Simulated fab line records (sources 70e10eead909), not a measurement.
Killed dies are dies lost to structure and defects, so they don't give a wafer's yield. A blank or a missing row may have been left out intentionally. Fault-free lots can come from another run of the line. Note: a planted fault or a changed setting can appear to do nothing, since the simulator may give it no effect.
Which tool was responsible? :: flow nandHarc :: 18 wafers sampled from 6 lots at 1 step of a route of 1159

== WHAT THE GAUGES SHOWED, per wafer ==
NHARC_A_SLIT_CD_MEAS_09 targets a cd of 300 nm.
lot: L957
measured: day 14 20:23
on: cdSem-01
cdNm (nm): 299.6 300.1 299.7

lot: L959
measured: day 15 08:27
on: cdSem-02
cdNm (nm): 299.6 301.6 300.6

lot: L962
measured: day 17 00:33
on: cdSem-01
cdNm (nm): 300.0 298.6 299.3

lot: L970
measured: day 18 16:04
on: cdSem-01
cdNm (nm): 299.2 299.4 299.3

lot: L972
measured: day 19 03:11
on: cdSem-02
cdNm (nm): 300.1 300.3 300.4

lot: L975
measured: day 20 00:59
on: cdSem-01
cdNm (nm): 299.9 300.4 299.9

== WHAT TOOL EACH LOT RAN ON (gives the tool, then ch and the chambers of the sampled wafers, and finally the start) ==
The record shows no process step preceding these readings.

== THE ANSWER, worked out from the rows above alone ==
Rule: the lots themselves supply what counts as usual. Put in order of their means at a reading, lots are off if they are a third of the lots or fewer, leave a main group of 4 or more, and stand apart from it by a gap of 3 or more times the standard deviation of the main group's means; of several such gaps the widest counts. The tables above print the reading to a certain number of digits; a main group whose means all agree to those digits is not used. A lot without any number at a reading at which 4 lots or more have one is off too. Any other lot the step has rows for is counted as sound.
No lot is off on any of the readings shown, so nothing can be concluded from this.

== WHAT HAD BEEN PUT IN BY THE SIMULATOR ==
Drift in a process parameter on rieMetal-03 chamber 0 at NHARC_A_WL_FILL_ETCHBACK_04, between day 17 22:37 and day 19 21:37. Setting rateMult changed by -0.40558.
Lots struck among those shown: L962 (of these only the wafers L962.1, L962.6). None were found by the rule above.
